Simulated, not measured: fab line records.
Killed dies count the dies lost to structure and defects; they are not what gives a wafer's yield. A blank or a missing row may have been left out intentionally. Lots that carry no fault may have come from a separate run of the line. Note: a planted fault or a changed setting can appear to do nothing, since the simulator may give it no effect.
The tool behind it: which one?	flow n5Finfet	Sampling: 24 lots, 72 wafers, 6 of 1938 route steps

## WHAT THE GAUGES READ, wafer by wafer
Not one reading of a measure or inspect step in the record can be checked against a usual standard deviation.

## WHICH TOOL RAN EACH LOT (tool, then ch and the chambers of the sampled wafers, then the start)
lot	N5_BEOL_M4_ETCH_41	N5_BEOL_M4_PRE_CLEAN_45	N5_BEOL_M4_ANNEAL_80	N5_BEOL_M4_PRE_CLEAN_60	N5_BEOL_M4_DEP_57	N5_BEOL_M5_PECVD_70
L076	rieDiel-03 ch 1,2,3, day 8 15:56 or earlier	pvdSputter-02, day 8 15:56	pvdSputter-02, day 8 17:04	cvdCo-02 ch 0,1,2, day 8 19:22	pecvd-03 ch 0,1,2, day 8 19:31	pecvd-01 ch 1, day 8 21:43
L077	rieDiel-05 ch 0,1,2, day 8 19:23 or earlier	pvdSputter-03, day 8 19:23	pvdSputter-03, day 8 20:19	cvdCo-02 ch 0,1,2, day 8 22:40	pecvd-03 ch 0,1,2, day 8 22:49	pecvd-04 ch 0,1,2, day 9 00:31
L075	rieDiel-03 ch 0,2,3, day 8 22:01 or earlier	pvdSputter-02, day 8 22:01	pvdSputter-03, day 8 22:58	cvdCo-02 ch 0,1,2, day 9 01:14	pecvd-03 ch 1,2, day 9 01:25	pecvd-04 ch 0,1, day 9 03:17
L078	rieDiel-05 ch 0,1, day 9 06:16 or earlier	pvdSputter-03, day 9 06:16	pvdSputter-03, day 9 07:22	cvdCo-01 ch 0,1,2, day 9 09:39	pecvd-01 ch 0,1, day 9 09:49	pecvd-02 ch 0,1,2, day 9 11:30
L080	rieDiel-03 ch 0,1, day 9 15:34 or earlier	pvdSputter-01, day 9 15:34	pvdSputter-02, day 9 16:43	cvdCo-01 ch 1,2, day 9 18:59	pecvd-02 ch 1,2, day 9 19:09	pecvd-04 ch 0,2, day 9 20:50
L074	rieDiel-05 ch 0,1,2, day 9 15:50 or earlier	pvdSputter-01, day 9 15:50	pvdSputter-01, day 9 18:14	cvdCo-02 ch 1,2, day 9 20:46	pecvd-02 ch 0,1, day 9 20:55	pecvd-01 ch 0,1,2, day 9 22:37
L081	rieDiel-01 ch 1,2,3, day 9 20:36 or earlier	pvdSputter-01, day 9 20:36	pvdSputter-01, day 9 21:25	cvdCo-01 ch 1,2, day 9 23:42	pecvd-03 ch 0, day 9 23:52	pecvd-04 ch 1,2, day 10 01:35
L079	rieDiel-05 ch 1,2, day 9 20:41 or earlier	pvdSputter-01, day 9 20:41	pvdSputter-02, day 9 21:34	cvdCo-01 ch 0,1,2, day 9 23:51	pecvd-02 ch 1,2, day 10 00:01	pecvd-01 ch 1,2, day 10 01:43
L082	rieDiel-03 ch 0,1,2, day 10 00:04 or earlier	pvdSputter-03, day 10 00:04	pvdSputter-03, day 10 01:03	cvdCo-02 ch 1,2, day 10 03:32	pecvd-02 ch 0,1,2, day 10 03:42	pecvd-01 ch 1,2, day 10 05:53
L083	rieDiel-03 ch 0,1, day 10 15:50 or earlier	pvdSputter-01, day 10 15:50	pvdSputter-01, day 10 16:43	cvdCo-01 ch 0,1,2, day 10 19:00	pecvd-01 ch 0,1, day 10 19:10	pecvd-02 ch 0,2, day 10 20:52
L084	rieDiel-05 ch 0,2,3, day 10 15:51 or earlier	pvdSputter-03, day 10 15:51	pvdSputter-02, day 10 17:08	cvdCo-02 ch 1,2, day 10 19:26	pecvd-02 ch 0,2, day 10 19:35	pecvd-04 ch 1,2, day 10 21:17
L085	rieDiel-03 ch 0,1, day 10 20:13 or earlier	pvdSputter-03, day 10 20:13	pvdSputter-02, day 10 22:13	cvdCo-01 ch 1,2, day 11 00:32	pecvd-02 ch 0,2, day 11 00:42	pecvd-01 ch 0,1,2, day 11 02:26
L086	rieDiel-01 ch 0,3, day 11 15:00 or earlier	pvdSputter-03, day 11 15:00	pvdSputter-03, day 11 16:08	cvdCo-02 ch 0,1, day 11 18:46	pecvd-02 ch 2, day 11 18:56	pecvd-01 ch 1,2, day 11 20:39
L088	rieDiel-01 ch 0,1,3, day 12 07:02 or earlier	pvdSputter-01, day 12 07:02	pvdSputter-03, day 12 08:02	cvdCo-01 ch 1,2, day 12 10:23	pecvd-01 ch 0,2, day 12 10:32	pecvd-01 ch 0,2, day 12 12:14
L090	rieDiel-05 ch 2,3, day 12 13:45 or earlier	pvdSputter-03, day 12 13:45	pvdSputter-01, day 12 14:52	cvdCo-01 ch 0,1,2, day 12 17:10	pecvd-03 ch 0,1, day 12 17:19	pecvd-01 ch 0,2, day 12 19:00
L089	rieDiel-03 ch 1,2,3, day 12 13:47 or earlier	pvdSputter-01, day 12 13:47	pvdSputter-02, day 12 14:55	cvdCo-01 ch 1,2, day 12 17:26	pecvd-02 ch 0,1, day 12 17:37	pecvd-01 ch 0,2, day 12 19:21
L087	rieDiel-03 ch 0,1,3, day 12 13:57 or earlier	pvdSputter-02, day 12 13:57	pvdSputter-01, day 12 16:43	cvdCo-01 ch 0,2, day 12 19:19	pecvd-02 ch 0,1, day 12 19:29	pecvd-04 ch 0,1,2, day 12 21:13
L091	rieDiel-01 ch 0,3, day 12 18:17 or earlier	pvdSputter-01, day 12 18:17	pvdSputter-02, day 12 19:07	cvdCo-02 ch 0,1,2, day 12 21:24	pecvd-02 ch 0,1, day 12 21:35	pecvd-04 ch 0,1,2, day 12 23:19
L092	rieDiel-03 ch 1,2, day 12 18:29 or earlier	pvdSputter-03, day 12 18:29	pvdSputter-03, day 12 19:17	cvdCo-01 ch 0,1, day 12 22:07	pecvd-01 ch 0,2, day 12 22:16	pecvd-04 ch 0,1,2, day 13 00:13
L093	rieDiel-03 ch 0,1,2, day 13 15:37 or earlier	pvdSputter-03, day 13 15:37	pvdSputter-01, day 13 16:30	cvdCo-01 ch 0,1,2, day 13 18:47	pecvd-03 ch 0,1, day 13 18:58	pecvd-02 ch 0,1, day 13 20:40
L094	rieDiel-05 ch 0,1,2, day 13 22:19 or earlier	pvdSputter-02, day 13 22:19	pvdSputter-01, day 13 23:16	cvdCo-02 ch 0,2, day 14 01:33	pecvd-01 ch 0,1,2, day 14 01:42	pecvd-01 ch 0,1, day 14 03:23
L095	rieDiel-03 ch 1,2,3, day 14 01:59 or earlier	pvdSputter-03, day 14 01:59	pvdSputter-03, day 14 02:58	cvdCo-01 ch 0,1, day 14 05:32	pecvd-02 ch 0,1, day 14 05:43	pecvd-01 ch 0,2, day 14 07:54
L096	rieDiel-05 ch 0,1,3, day 14 05:36 or earlier	pvdSputter-01, day 14 05:36	pvdSputter-03, day 14 08:08	cvdCo-01 ch 0,2, day 14 10:26	pecvd-01 ch 0,1, day 14 10:35	pecvd-01 ch 0,1,2, day 14 12:17
L097	rieDiel-05 ch 2,3, day 14 10:10 or earlier	pvdSputter-02, day 14 10:10	pvdSputter-03, day 14 11:04	cvdCo-02 ch 0,1,2, day 14 13:21	pecvd-02 ch 0,1,2, day 14 13:30	pecvd-02 ch 1,2, day 14 15:12
- N5_BEOL_M4_ETCH_41: etches SiCN in CH3F/O2, target depth 29.9 nm, time 52.5 s.
- N5_BEOL_M4_PRE_CLEAN_45: time 30 s.
- N5_BEOL_M4_ANNEAL_80: time 240 s.
- N5_BEOL_M4_PRE_CLEAN_60: time 15 s.
- N5_BEOL_M4_DEP_57: deposits SiCN from 3MS/NH3, target thk 8 nm, time 14 s.
- N5_BEOL_M5_PECVD_70: deposits SiO2 from TEOS/O2, target thk 16 nm, time 18 s.

## WHAT THE TOOLS THEMSELVES READ (means of the sampled wafers that have a number; where no wafer has one, the mark that the record gives instead)
N5_BEOL_M4_ETCH_41.
lot	tool	O2_flow_sccm (sccm)	drypumpMotorCurrentA (A)	oesProductAu (a.u.)	rfVppV (V)	showerheadPlenumPTorr (Torr)	throttleValvePct (%)
L076	rieDiel-03	19.99	5.6	0.75	297.7	1.98	16.58
L077	rieDiel-05	20.04	5.8	0.84	296.4	2.01	16.36
L075	rieDiel-03	20.02	5.8	0.73	296.9	2.00	16.58
L078	rieDiel-05	20.00	5.8	0.84	295.9	1.94	16.32
L080	rieDiel-03	19.92	5.5	0.75	299.4	2.05	16.31
L074	rieDiel-05	20.03	5.8	0.84	296.9	2.00	16.36
L081	rieDiel-01	19.94	5.2	0.76	298.9	2.06	16.44
L079	rieDiel-05	20.01	5.7	0.84	297.7	2.00	16.27
L082	rieDiel-03	20.01	5.4	0.76	297.6	2.03	16.44
L083	rieDiel-03	19.98	5.4	0.76	297.8	2.02	16.33
L084	rieDiel-05	20.00	5.5	0.82	298.3	2.06	16.44
L085	rieDiel-03	20.01	5.4	0.76	298.3	2.02	16.33
L086	rieDiel-01	20.00	6.0	0.76	297.3	2.03	16.25
L088	rieDiel-01	20.02	5.7	0.77	298.2	2.04	16.30
L090	rieDiel-05	20.00	5.3	0.82	299.8	2.12	16.42
L089	rieDiel-03	19.98	5.6	0.81	297.6	2.06	16.50
L087	rieDiel-03	20.02	5.8	0.81	298.3	2.07	16.36
L091	rieDiel-01	19.98	5.7	0.72	297.5	2.05	16.35
L092	rieDiel-03	19.97	5.3	0.74	297.2	2.01	16.61
L093	rieDiel-03	19.99	5.4	0.73	297.9	2.02	16.50
L094	rieDiel-05	19.99	5.8	0.80	296.7	1.99	16.44
L095	rieDiel-03	20.01	5.6	0.79	298.2	2.05	16.51
L096	rieDiel-05	20.00	5.5	0.78	297.2	1.98	16.45
L097	rieDiel-05	19.96	5.3	0.80	299.8	2.11	16.45

N5_BEOL_M4_PRE_CLEAN_45.
lot	tool	heaterPowerW (W)
L076	pvdSputter-02	339
L077	pvdSputter-03	301
L075	pvdSputter-02	320
L078	pvdSputter-03	299
L080	pvdSputter-01	316
L074	pvdSputter-01	320
L081	pvdSputter-01	325
L079	pvdSputter-01	321
L082	pvdSputter-03	311
L083	pvdSputter-01	326
L084	pvdSputter-03	301
L085	pvdSputter-03	295
L086	pvdSputter-03	303
L088	pvdSputter-01	318
L090	pvdSputter-03	305
L089	pvdSputter-01	316
L087	pvdSputter-02	347
L091	pvdSputter-01	324
L092	pvdSputter-03	292
L093	pvdSputter-03	310
L094	pvdSputter-02	351
L095	pvdSputter-03	299
L096	pvdSputter-01	329
L097	pvdSputter-02	323

N5_BEOL_M4_ANNEAL_80.
lot	tool	heaterPowerW (W)
L076	pvdSputter-02	790
L077	pvdSputter-03	733
L075	pvdSputter-03	702
L078	pvdSputter-03	767
L080	pvdSputter-02	884
L074	pvdSputter-01	808
L081	pvdSputter-01	806
L079	pvdSputter-02	939
L082	pvdSputter-03	751
L083	pvdSputter-01	807
L084	pvdSputter-02	862
L085	pvdSputter-02	869
L086	pvdSputter-03	769
L088	pvdSputter-03	727
L090	pvdSputter-01	810
L089	pvdSputter-02	797
L087	pvdSputter-01	805
L091	pvdSputter-02	862
L092	pvdSputter-03	738
L093	pvdSputter-01	794
L094	pvdSputter-01	779
L095	pvdSputter-03	753
L096	pvdSputter-03	778
L097	pvdSputter-03	753

N5_BEOL_M4_PRE_CLEAN_60.
lot	tool	heaterPowerW (W)
L076	cvdCo-02	88
L077	cvdCo-02	89
L075	cvdCo-02	87
L078	cvdCo-01	100
L080	cvdCo-01	109
L074	cvdCo-02	77
L081	cvdCo-01	107
L079	cvdCo-01	99
L082	cvdCo-02	93
L083	cvdCo-01	100
L084	cvdCo-02	75
L085	cvdCo-01	108
L086	cvdCo-02	100
L088	cvdCo-01	100
L090	cvdCo-01	101
L089	cvdCo-01	106
L087	cvdCo-01	94
L091	cvdCo-02	88
L092	cvdCo-01	100
L093	cvdCo-01	101
L094	cvdCo-02	85
L095	cvdCo-01	100
L096	cvdCo-01	93
L097	cvdCo-02	89

N5_BEOL_M4_DEP_57.
lot	tool	showerheadPlenumPTorr (Torr)	throttleValvePct (%)
L076	pecvd-03	3.666	8.9
L077	pecvd-03	3.664	8.9
L075	pecvd-03	3.674	9.0
L078	pecvd-01	3.662	9.2
L080	pecvd-02	3.663	8.7
L074	pecvd-02	3.665	8.8
L081	pecvd-03	3.665	8.4
L079	pecvd-02	3.665	8.7
L082	pecvd-02	3.667	8.6
L083	pecvd-01	3.657	9.5
L084	pecvd-02	3.669	8.6
L085	pecvd-02	3.668	8.7
L086	pecvd-02	3.665	8.6
L088	pecvd-01	3.677	8.9
L090	pecvd-03	3.662	8.7
L089	pecvd-02	3.674	8.9
L087	pecvd-02	3.669	9.1
L091	pecvd-02	3.666	9.0
L092	pecvd-01	3.662	9.2
L093	pecvd-03	3.660	8.8
L094	pecvd-01	3.666	9.3
L095	pecvd-02	3.664	8.8
L096	pecvd-01	3.672	9.3
L097	pecvd-02	3.667	8.7

N5_BEOL_M5_PECVD_70.
lot	tool	heaterPowerW (W)	showerheadPlenumPTorr (Torr)	throttleValvePct (%)
L076	pecvd-01	760	8.71	23.3
L077	pecvd-04	721	8.82	23.8
L075	pecvd-04	602	8.87	24.9
L078	pecvd-02	664	8.79	21.7
L080	pecvd-04	678	8.78	22.6
L074	pecvd-01	747	8.78	22.9
L081	pecvd-04	747	8.82	24.0
L079	pecvd-01	756	8.74	22.4
L082	pecvd-01	765	8.74	22.3
L083	pecvd-02	737	8.79	21.4
L084	pecvd-04	668	8.87	25.0
L085	pecvd-01	699	8.77	22.9
L086	pecvd-01	760	8.73	22.9
L088	pecvd-01	773	8.78	22.3
L090	pecvd-01	718	8.79	22.5
L089	pecvd-01	717	8.79	22.4
L087	pecvd-04	716	8.84	24.1
L091	pecvd-04	680	8.83	23.8
L092	pecvd-04	697	8.82	24.0
L093	pecvd-02	720	8.78	22.3
L094	pecvd-01	806	8.75	23.0
L095	pecvd-01	738	8.79	22.4
L096	pecvd-01	775	8.77	22.9
L097	pecvd-02	610	8.79	21.7

## THE ANSWER, worked out from the rows above alone
Rule: what is usual is taken from the lots themselves. The widest of any qualifying gaps counts: lots, ordered by their means at a reading, are off when they make up no more than a third of the lots, leave a main group of 4 or more, and stand apart from it by 3 or more times the standard deviation of that group's means. If all means in a main group match to the digits the tables above print for the reading, that group is not used. Also off: a lot with no number at a reading for which 4 or more lots have one. All remaining lots with rows at the step are treated as sound. After the gauges, taken in route order, come the tools' own readings; for these a lot's mean is taken, as printed above. At the first step where some lot is off, the reading lying furthest off is the one used; lots without a number count as furthest.
Across all readings shown, no lot is off: no conclusion can be drawn from this.

## WHAT THE SIMULATOR PUT IN
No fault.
